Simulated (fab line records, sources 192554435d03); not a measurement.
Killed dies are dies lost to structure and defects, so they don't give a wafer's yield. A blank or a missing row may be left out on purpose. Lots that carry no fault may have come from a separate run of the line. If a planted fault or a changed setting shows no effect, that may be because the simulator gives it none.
Chamber matching || flow n5Finfet || cvdCo-01 running N5_BEOL_M1_PRE_CLEAN_60: 3 sister chambers
The step time 15 s. 6 wafers are shown with their chamber, then 7 later ones without.

## WAFERS PAIRED WITH THEIR CHAMBERS
{"wafer": "L143.3", "chamber": 0, "heaterPowerW (W)": 61}
{"wafer": "L145.2", "chamber": 0, "heaterPowerW (W)": 61}
{"wafer": "L145.4", "chamber": 1, "heaterPowerW (W)": 107}
{"wafer": "L145.5", "chamber": 2, "heaterPowerW (W)": 78}
{"wafer": "L147.1", "chamber": 1, "heaterPowerW (W)": 103}
{"wafer": "L147.4", "chamber": 2, "heaterPowerW (W)": 78}

## WAFERS WITH NO CHAMBER GIVEN
{"wafer": "L147.6", "heaterPowerW (W)": 105}
{"wafer": "L150.1", "heaterPowerW (W)": 106}
{"wafer": "L150.2", "heaterPowerW (W)": 77}
{"wafer": "L150.4", "heaterPowerW (W)": 61}
{"wafer": "L155.1", "heaterPowerW (W)": 105}
{"wafer": "L155.3", "heaterPowerW (W)": 105}
{"wafer": "L155.5", "heaterPowerW (W)": 78}

## WHICH CHAMBER EACH ONE RAN IN
{"wafer": "L147.6", "from the rows above": 1, "in truth": 1}
{"wafer": "L150.1", "from the rows above": 1, "in truth": 1}
{"wafer": "L150.2", "from the rows above": 2, "in truth": 2}
{"wafer": "L150.4", "from the rows above": 0, "in truth": 0}
{"wafer": "L155.1", "from the rows above": 1, "in truth": 1}
{"wafer": "L155.3", "from the rows above": 1, "in truth": 1}
{"wafer": "L155.5", "from the rows above": 2, "in truth": 2}
7 of 7 placed correctly. From these rows, 0 cannot be placed. Placed wrongly: 0.
How it was worked out, from the rows above alone: a wafer's distance from a chamber is the root of the sum, over the readings, of the square of ((its reading less the chamber's mean) divided by the reading's scatter). The wafer belongs to the nearest chamber; if the next one is less than 2 further off, it can't be placed. For every chamber, the mean is computed from those of its wafers that are shown. How the scatter is found: for the shown wafers, subtract from each reading the mean of its chamber, square and add these, divide the total by (wafers less chambers), then take the root.
